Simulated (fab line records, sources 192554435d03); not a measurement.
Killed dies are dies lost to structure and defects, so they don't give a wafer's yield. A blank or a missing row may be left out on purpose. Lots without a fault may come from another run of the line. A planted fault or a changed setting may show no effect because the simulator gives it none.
One fault seen from 2 desks | flow n5_finfet | each desk has only its own numbers; what lay behind them comes last

THE DEFECT DESK
What the inspections along the route counted, lot by lot: means of the sampled wafers that have a number. A lot is out of limits, marked OUT, if its mean lies more than 4 standard deviations from the usual mean; the brackets give that distance.
Columns: A = raw_defect_count at N5_BEOL_M6_INSPECT_58, usual 64
lot  | first seen here | A
L238 | day 8 23:05     | 71
L237 | day 8 23:05     | 54
L240 | day 9 23:38     | 62
L241 | day 10 03:55    | 80
L243 | day 10 12:05    | 83
L245 | day 11 03:18    | 91
L246 | day 11 16:26    | 53
L248 | day 11 19:43    | 60
L247 | day 11 21:05    | 58
L250 | day 11 23:47    | 70
L254 | day 13 06:56    | 39
L259 | day 14 14:59    | 94
This desk's finding: nothing out of limits on any of the 12 lots.

THE TOOL OWNER'S DESK: pecvd-03
The tool's own readings at N5_BEOL_M7_ILD_DEP_00 (deposits SiCOH lowk from DEMS/porogen, target thk 179.75 nm, time 33.4 s): means of the sampled wafers that have a number, for each lot that ran on this tool. A lot is out of limits, marked OUT, if its mean lies more than 4 standard deviations from the usual mean; the brackets give that distance.
Columns: A = heater_power_outer_w at N5_BEOL_M7_ILD_DEP_00, usual 137 W; B = heater_power_w at N5_BEOL_M7_ILD_DEP_00, usual 309 W; C = showerhead_plenum_p_Torr at N5_BEOL_M7_ILD_DEP_00, usual 5.743 Torr; D = susceptor_temp_C at N5_BEOL_M7_ILD_DEP_00, usual 299.98 C; E = throttle_valve_pct at N5_BEOL_M7_ILD_DEP_00, usual 13.7 %
lot  | first seen here | A   | B   | C     | D                 | E
L238 | day 8 23:07     | 139 | 323 | 5.741 | 300.04            | 14.4
L240 | day 9 23:41     | 137 | 302 | 5.753 | 299.88            | 13.9
L243 | day 10 12:08    | 137 | 312 | 5.757 | 299.90            | 13.8
L245 | day 11 03:20    | 143 | 310 | 5.752 | 299.95            | 13.6
L246 | day 11 16:29    | 144 | 319 | 5.747 | 300.03            | 13.8
L247 | day 11 21:07    | 138 | 312 | 5.735 | 299.93            | 13.9
L250 | day 11 23:49    | 129 | 290 | 5.754 | 299.96            | 13.6
L254 | day 13 06:59    | 133 | 308 | 5.748 | 301.42 (+7.2) OUT | 13.9
This desk's finding: out of limits on L254; first on L254, day 13 06:59 (susceptor_temp_C at N5_BEOL_M7_ILD_DEP_00). In limits: L238, L240, L243, L245, L246, L247, L250.

PUT TOGETHER
The tool owner's desk could have raised an alarm at day 13 06:59, on L254.
The defect desk saw nothing out of limits.
The defect desk has L254 on record, within its limits.
Of the lots named, all ran N5_BEOL_M7_ILD_DEP_00 on pecvd-03.

WHAT THE SIMULATOR HAD PUT IN
Process parameter drift: pecvd-03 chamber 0, from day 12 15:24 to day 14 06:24, at N5_BEOL_M7_ILD_DEP_00. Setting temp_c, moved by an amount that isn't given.
Lots struck among those shown: L254.
Hours from the fault's start to each desk's first reading out of limits: the tool owner's desk, 16.
